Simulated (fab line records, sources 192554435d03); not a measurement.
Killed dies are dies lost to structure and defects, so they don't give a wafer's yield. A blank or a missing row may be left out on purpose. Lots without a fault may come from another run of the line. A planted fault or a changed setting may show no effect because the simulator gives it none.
Chamber matching | flow n5_finfet | N5_BEOL_M15_TRENCH_ETCH_34 on rie_diel-02: 4 sister chambers
The step etches SiO2 in C4F8/O2/Ar, target depth 872.93 nm, time 199 s. 14 wafers are shown with their chamber, then 7 later ones without.

WAFERS WITH THEIR CHAMBER
wafer  | chamber | drypump_motor_current_A (A) | rf_vpp_V (V) | throttle_valve_pct (%)
L086.2 | 0       | 5.6                         | 2242         | 31.18
L086.4 | 3       | 6.2                         | 2237         | 30.48
L086.6 | 1       | 4.9                         | 2225         | 30.72
L089.1 | 1       | 4.9                         | 2225         | 30.71
L089.3 | 2       | 5.4                         | 2197         | 30.71
L089.4 | 3       | 6.1                         | 2235         | 30.49
L088.4 | 2       | 5.4                         | 2195         | 30.72
L088.5 | 3       | 6.1                         | 2235         | 30.49
L088.6 | 0       | 5.6                         | 2242         | 31.21
L085.2 | 2       | 5.4                         | 2197         | 30.70
L085.3 | 0       | 5.6                         | 2241         | 31.21
L085.5 | 1       | 4.9                         | 2225         | 30.70
L093.1 | 2       | 5.4                         | 2198         | 30.72
L093.4 | 3       | 6.2                         | 2236         | 30.52

SIGNATURES (means of the wafers above)
reading                 | chamber 0 | chamber 1 | chamber 2 | chamber 3 | scatter within a chamber
drypump_motor_current_A | 5.600     | 4.900     | 5.400     | 6.150     | 0.0316
rf_vpp_V                | 2241.67   | 2225.00   | 2196.75   | 2235.75   | 0.904
throttle_valve_pct      | 31.2000   | 30.7100   | 30.7125   | 30.4950   | 0.0141
Rule: a wafer's distance from a chamber is the root of the sum, over the readings, of the square of ((its reading less the chamber's mean) divided by the reading's scatter). The wafer belongs to the nearest chamber; if the next one is less than 2 further off, it can't be placed. The scatter: the root of (the sum of the squares of (reading less its chamber's mean) over the shown wafers, divided by (wafers less chambers)).

WAFERS WITHOUT THEIR CHAMBER
wafer  | drypump_motor_current_A (A) | rf_vpp_V (V) | throttle_valve_pct (%)
L093.5 | 6.1                         | 2236         | 30.52
L096.2 | 6.2                         | 2235         | 30.52
L096.4 | 5.4                         | 2197         | 30.71
L096.6 | 4.9                         | 2225         | 30.71
L094.1 | 4.9                         | 2224         | 30.71
L094.2 | 6.2                         | 2234         | 30.53
L094.4 | 5.6                         | 2241         | 31.22

WHICH CHAMBER EACH WENT THROUGH
wafer  | from the rows above | in truth
L093.5 | 3                   | 3
L096.2 | 3                   | 3
L096.4 | 2                   | 2
L096.6 | 1                   | 1
L094.1 | 1                   | 1
L094.2 | 3                   | 3
L094.4 | 0                   | 0
Placed correctly: 7 of 7. Can't be placed from these rows: 0. Placed wrongly: 0.
